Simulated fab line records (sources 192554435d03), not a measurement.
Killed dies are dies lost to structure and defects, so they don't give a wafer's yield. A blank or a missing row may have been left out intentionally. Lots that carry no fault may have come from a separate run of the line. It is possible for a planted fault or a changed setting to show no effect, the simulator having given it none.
Chamber matching | flow n5_finfet | N5_BEOL_M0_SAQP_HM_DEP_111 on pecvd-01: 3 sister chambers
The step deposits SiO2 from SiH4/N2O, target thk 12 nm, time 7.2 s. 6 wafers are shown with their chamber, then 11 later ones without.

== WAFERS WITH THEIR CHAMBER ==
wafer  | chamber | showerhead_plenum_p_Torr (Torr) | heater_power_w (W)
L080.4 | 2       | 8.16                            | 639
L080.6 | 1       | 8.16                            | 618
L083.1 | 1       | 8.17                            | 632
L086.4 | 2       | 8.14                            | 624
L086.5 | 0       | 8.14                            | 684
L087.1 | 0       | 8.11                            | 679

== WAFERS WITH NO CHAMBER GIVEN ==
wafer  | showerhead_plenum_p_Torr (Torr) | heater_power_w (W)
L087.5 | 8.13                            | 663
L087.6 | 8.18                            | 729
L091.3 | 8.15                            | 602
L091.4 | 8.11                            | 684
L091.5 | 8.13                            | 601
L092.1 | 8.13                            | 730
L092.3 | 8.13                            | 659
L092.5 | 8.10                            | 664
L097.2 | 8.13                            | 617
L097.4 | 8.10                            | 565
L097.6 | 8.15                            | 637

== CHAMBER TAKEN BY EACH ==
wafer  | from the rows above          | in truth
L087.5 | can't be placed: 0 or 2      | 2
L087.6 | 0                            | 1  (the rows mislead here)
L091.3 | can't be placed: 1 or 2      | 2
L091.4 | 0                            | 0
L091.5 | can't be placed: 1 or 2      | 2
L092.1 | 0                            | 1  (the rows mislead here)
L092.3 | can't be placed: 0 or 2 or 1 | 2
L092.5 | 0                            | 0
L097.2 | can't be placed: 2 or 1      | 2
L097.4 | can't be placed: 1 or 2      | 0
L097.6 | can't be placed: 2 or 1      | 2
2 of 11 placed correctly. From these rows, 7 cannot be placed; in 6 the true chamber is one of the candidates. Number placed wrongly: 2.
How it was worked out, from the rows above alone: a wafer's distance from a chamber is the root of the sum, over the readings, of the square of ((its reading less the chamber's mean) divided by the reading's scatter). If the next closest chamber is less than 2 further off than the closest, the wafer can't be placed; otherwise it belongs to the closest. A chamber's mean is the mean of its shown wafers. The scatter: the root of (the sum of the squares of (reading less its chamber's mean) over the shown wafers, divided by (wafers less chambers)).
